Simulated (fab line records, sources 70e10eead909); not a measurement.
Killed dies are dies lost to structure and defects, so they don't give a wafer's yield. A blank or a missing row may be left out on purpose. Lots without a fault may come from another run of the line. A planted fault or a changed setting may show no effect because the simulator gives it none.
A struck lot beside a sound one | flow nand_harc | 14 steps out of a route of 1302
Sound: wafers L548.1, L548.2, L548.4. Struck: wafers L554.1, L554.4. The cause comes at the end.
At each step with rows: each side's tool, then ch and its chambers, then its first start. Under that, the readings that differ: sound wafers | struck wafers | difference of the means | sigmas: that difference in standard deviations of wafers without a fault.
alike: readings whose means differ by less than 2 such deviations, and words and numbers that are the same on both sides. not compared: withheld readings, readings that some wafer has no value for, bounds like >300 that may hide the same value, and numbers for which the record gives no deviation and whose values overlap.
The two part at a step that has a row with sigmas, a row that says differs or no value, or rows on one side only. Numbers that don't overlap but have no deviation are shown without sigmas and don't part them. A reading that every wafer of one side lacks parts them only if that side has two wafers or more.

NHARC_A_ZERO_WELL_INSPECT_17:
  sound on defect_inspect-02, day 10 22:29; struck on defect_inspect-02, day 13 00:04
  alike: raw_defect_count
then, 3 steps without rows for these wafers: NHARC_A_SOURCE_PLATE_PRECLEAN_00 (cleans in HF-LAST, time 60 s); NHARC_A_SOURCE_PLATE_SRD_01; NHARC_A_SOURCE_PLATE_OXIDE_02 (material SiO2, target thk 10 nm, ox time 1362 s).
NHARC_A_SOURCE_PLATE_THK_MEAS_09: measures by ellipsometry.
  sound on film_metro-02, day 11 05:19; struck on film_metro-01, day 13 07:22
  alike: thk_nm
then, 3 steps without rows for these wafers: NHARC_A_SOURCE_PLATE_PVD_04 (deposits WSi2, target thk 50 nm); NHARC_A_SOURCE_PLATE_CVD_03 (deposits poly-Si, target thk 200 nm, time 4000 s); NHARC_A_SOURCE_PLATE_ANNEAL_05 (time 1800 s).
NHARC_A_SOURCE_PLATE_THK_MEAS_06: measures by ellipsometry.
  sound on film_metro-01, day 11 20:39; struck on film_metro-02, day 13 21:10
  alike: thk_nm
NHARC_A_SOURCE_PLATE_INSPECT_08:
  sound on defect_inspect-02, day 11 20:43; struck on defect_inspect-01, day 13 21:13
  alike: raw_defect_count
NHARC_A_ONON_D1_DEP_00: target thk 1000 nm.
  sound on pecvd_onon-02 ch 0, day 11 20:47; struck on pecvd_onon-03 ch 0, day 13 21:17
NHARC_A_ONON_D1_THK_MEAS_02: measures by ellipsometry.
  sound on film_metro-02, day 11 21:17; struck on film_metro-01, day 13 21:48
  reading     | sound          | struck    | difference | sigmas
  thk_nm (nm) | 1003 1002 1003 | 1483 1483 | +480       | +59
then, 1 step without rows for these wafers: NHARC_A_ONON_D1_DEP_03 (target thk 1000 nm).
-- the record jumps here: 17 days lie between the struck wafers' starts before and after (it left off in module A_ONON_D1 and takes up again in module END, whose first step shown is number 1302 of the route) --
NHARC_END_SORT_01:
  sound on prober-02 ch 0, day 28 09:52; struck on prober-02 ch 0, day 30 13:50
  reading         | sound | struck  | difference | sigmas
  killed_at_array | 59 59 | 676 675 | +616       | +34
  killed_dies     | 62 62 | 677 677 | +615       | +36
  alike: killed_at_other, killed_at_periphery, killed_open, killed_short

WHERE THEY PART
First at NHARC_A_ONON_D1_THK_MEAS_02; last, within this record, at NHARC_END_SORT_01.

WHY: what the simulator had put in
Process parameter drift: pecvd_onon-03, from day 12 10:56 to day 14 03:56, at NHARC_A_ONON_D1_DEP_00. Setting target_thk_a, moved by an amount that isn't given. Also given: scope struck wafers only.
